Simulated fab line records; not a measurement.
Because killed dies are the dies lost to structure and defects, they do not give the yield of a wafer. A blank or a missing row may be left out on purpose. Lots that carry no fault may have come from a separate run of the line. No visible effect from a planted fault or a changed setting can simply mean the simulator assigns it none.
Split-lot trial -- flow n5_finfet -- on a route of 1938 steps: 7 lots, 21 wafers read

== SPLIT DETAILS ==
At N5_FIN_SAQP_HM_DEP_03 (deposits SiNx from SiH4/NH3/N2, target thk 38 nm, time 33.6 s), the setting time_s was moved away from the recipe's 33.6 s on 3 of the 21 wafers read, by -7.4% to +9.5%. For the rest of the wafers, this setting stayed at what the recipe calls for.

== FROM THE SPLIT TO THE READING: what the file shows between them, 19 steps ==
- N5_FIN_SAQP_THK_MEAS_05
- N5_FIN_SAQP_PECVD_06: deposits a-Si from SiH4/He, target thk 60 nm, time 48.1 s (also split here: time_s)
- N5_FIN_SAQP_THK_MEAS_07
- N5_FIN_SAQP_COAT_49: time 60 s, resist thk 100 nm (also split here: spin_rpm)
- N5_FIN_SAQP_DEVELOP_15: develop time 30 s (also split here: develop_time_s)
- N5_FIN_SAQP_DESCUM_21: chemistry O2, time 7.9 s
- N5_FIN_SAQP_ETCH_51: etches SiARC in CF4, target depth 45.5 nm, time 75.8 s
- N5_FIN_SAQP_ETCH_52: etches SOC in N2/H2, target depth 100 nm, overetch 20 nm, time 150 s
- N5_FIN_SAQP_STRIP_53: strips in N2/H2
- N5_FIN_SAQP_HM_OPEN_73: chemistry CHF3/O2, target SiO2, stops on a-Si, target depth 12 nm, time 16.8 s
- N5_FIN_SAQP_STRIP_74: strips in CHF3/O2
- N5_FIN_SAQP_MANDREL_ETCH_22: etches a-Si in HBr/Cl2, stops on SiNx, target depth 60 nm, bt time 10 s, time 30 s
- N5_FIN_SAQP_STRIP_55: strips in N2/H2
- N5_FIN_SAQP_STRIP_23: strips in SPM, time 750 s
- N5_FIN_SAQP_MANDREL2_REMOVE_60: chemistry HBr/Cl2/O2, target a-Si, stops on SiNx, bt time 10 s
- N5_FIN_SAQP_HM_OPEN_33: chemistry CH3F/O2, target SiNx, target depth 49.4 nm, time 70.6 s
- N5_FIN_SAQP_ETCH_34: etches SiO2 in C4F6/O2, target depth 45 nm, time 15 s
- N5_FIN_SAQP_STRIP_77: strips in N2/H2, time 90 s
- N5_FIN_SAQP_ETCH_64: etches SiO2 in CF4, target depth 1.5 nm

== THE READING ==
SiNx_of_FIN_SAQP_HM_DEP_03.thk_nm (the simulator's own value, which no gauge read), in nm, at N5_FIN_SAQP_FIN_ETCH_36 (etches the open film in HBr/Cl2/O2, target depth 120 nm, time 50.4 s). The file gives no usual value for it. Average 21.1 nm, standard deviation 0.39 nm, over the 18 wafers here run with the recipe.

wafer,"tool, chamber at the split","time_s as run, s",against the recipe,"SiNx_of_FIN_SAQP_HM_DEP_03.thk_nm, nm",against lot-mates on the recipe
L075.3,"pecvd-04, 0",33.6,recipe,20.8,-
L075.5,"pecvd-04, 0",33.6,recipe,20.8,-
L075.6,"pecvd-04, 1",33.6,recipe,21,-
L085.1,"pecvd-01, 1",33.6,recipe,21,-
L085.5,"pecvd-01, 1",33.6,recipe,20.8,-
L085.6,"pecvd-01, 2",31.11,-7.4%,18.2,-2.7
L088.2,"pecvd-03, 1",33.6,recipe,20.4,-
L088.4,"pecvd-03, 2",33.6,recipe,21.8,-
L088.6,"pecvd-03, 0",33.6,recipe,21.4,-
L089.1,"pecvd-03, 0",36.78,+9.5%,25.2,+3.6
L089.4,"pecvd-03, 1",36.78,+9.5%,25.6,+4.0
L089.6,"pecvd-03, 0",33.6,recipe,21.6,-
L093.1,"pecvd-01, 2",33.6,recipe,20.8,-
L093.3,"pecvd-01, 0",33.6,recipe,20.8,-
L093.6,"pecvd-01, 1",33.6,recipe,21.6,-
L095.2,"pecvd-01, 2",33.6,recipe,20.8,-
L095.5,"pecvd-01, 2",33.6,recipe,21.2,-
L095.6,"pecvd-01, 0",33.6,recipe,21.6,-
L096.2,"pecvd-03, 0",33.6,recipe,21,-
L096.3,"pecvd-03, 1",33.6,recipe,21.4,-
L096.6,"pecvd-03, 2",33.6,recipe,21.6,-

FIT RESULTS
A straight line over all 21 wafers: SiNx_of_FIN_SAQP_HM_DEP_03.thk_nm changes by +0.437 nm for each +1% of time_s; r = +0.97; the points scatter about the line by 0.39 nm.
The same after taking each lot's own level away (the mean of its wafers on the recipe; 21 wafers): +0.392 nm for each +1%; r = +0.97; scatter 0.34 nm.
That fit puts the effect of the largest move of time_s on the reading at 3.7 nm.
The lots' own levels span 20.87 to 21.60 nm, that is 1.9 times the standard deviation above.
So the lot-to-lot level changes the slope: the two fits differ.
Check: +3.81 nm against its lot-mates is what the line predicts for one of the wafers moved furthest among these (+9.5%) when that wafer is left out of the fit. It came out at +3.6 nm against them.

== ADDITIONAL SPLITS CARRIED BY THESE WAFERS ==
Note: prior to the reading, these wafers also went through further splits. Each is held against what the fit with the lots' levels taken away leaves over:
other split on the same wafers,wafers away from the commonest value,r with SiNx_of_FIN_SAQP_HM_DEP_03.thk_nm (lot level and that fit taken away)
N5_WELL_APT_COAT_19 spin_rpm,11,-0.11
N5_WELL_APT_PEB_23 peb_time_s,7,+0.34
N5_FIN_SAQP_PECVD_06 time_s,6,-0.21
N5_FIN_SAQP_COAT_49 spin_rpm,8,+0.18
N5_FIN_SAQP_DEVELOP_15 develop_time_s,7,-0.09

== THE WHOLE CHAIN: every reading that the file lists as answering this split, in the file's order ==
step,what it does,reading,change (the file's fit),r (the file's)
N5_FIN_SAQP_HM_DEP_03,"deposits SiNx from SiH4/NH3/N2, target thk 38 nm, time 33.6 s","SiNx_of_FIN_SAQP_HM_DEP_03.thk_nm (the simulator's own value, which no gauge read)",+0.381 nm for each +1% of the setting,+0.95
N5_FIN_SAQP_THK_MEAS_05,,thk_nm,withheld for each +1% of the setting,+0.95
N5_FIN_SAQP_HM_OPEN_33,"chemistry CH3F/O2, target SiNx, target depth 49.4 nm, time 70.6 s",etch_rf_on_time_s,withheld for each +1% of the setting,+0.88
N5_FIN_SAQP_HM_OPEN_33,"chemistry CH3F/O2, target SiNx, target depth 49.4 nm, time 70.6 s","etch.depth_nm (the simulator's own value, which no gauge read)",+0.379 nm for each +1% of the setting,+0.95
N5_FIN_SAQP_FIN_ETCH_36,"etches the open film in HBr/Cl2/O2, target depth 120 nm, time 50.4 s","SiNx_of_FIN_SAQP_HM_DEP_03.thk_nm (the simulator's own value, which no gauge read)",+0.387 nm for each +1% of the setting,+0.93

== THE FILE'S OWN FIT ==
SiNx_of_FIN_SAQP_HM_DEP_03.thk_nm changes by +0.387 nm for each +1% of time_s, r = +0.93.
